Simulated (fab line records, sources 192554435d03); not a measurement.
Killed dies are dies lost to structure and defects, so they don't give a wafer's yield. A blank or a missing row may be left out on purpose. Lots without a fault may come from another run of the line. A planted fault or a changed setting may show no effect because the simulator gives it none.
Chamber matching | flow n5_finfet | N5_BEOL_M5_ETCH_61 on rie_diel-03: 4 sister chambers
The step etches SiARC in CF4, target depth 15.6 nm, time 26 s. 4 wafers are shown with their chamber, then 9 later ones without.

WAFERS WITH THEIR CHAMBER
wafer  | chamber | drypump_motor_current_A (A)
L078.2 | 1       | 6.1
L081.1 | 0       | 5.1
L083.5 | 2       | 5.5
L083.6 | 3       | 6.4

WAFERS WITHOUT THEIR CHAMBER
wafer  | drypump_motor_current_A (A)
L084.2 | 6.4
L084.4 | 5.1
L084.5 | 5.1
L088.1 | 6.4
L088.4 | 5.4
L088.6 | 5.4
L089.2 | 5.1
L089.3 | 5.5
L089.5 | 5.4

WHICH CHAMBER EACH WENT THROUGH
wafer  | from the rows above | in truth
L084.2 | 3                   | 3
L084.4 | 0                   | 0
L084.5 | 0                   | 0
L088.1 | 3                   | 3
L088.4 | 2                   | 2
L088.6 | 2                   | 2
L089.2 | 0                   | 0
L089.3 | 2                   | 2
L089.5 | 2                   | 2
Placed correctly: 9 of 9. Can't be placed from these rows: 0. Placed wrongly: 0.
How it was worked out, from the rows above alone: a wafer's distance from a chamber is the root of the sum, over the readings, of the square of ((its reading less the chamber's mean) divided by the reading's scatter). The wafer belongs to the nearest chamber; if the next one is less than 2 further off, it can't be placed. A chamber's mean is the mean of its shown wafers. The scatter: with one shown wafer a chamber, the root of the mean of the squares of how far each hidden wafer lies from its nearest shown one.
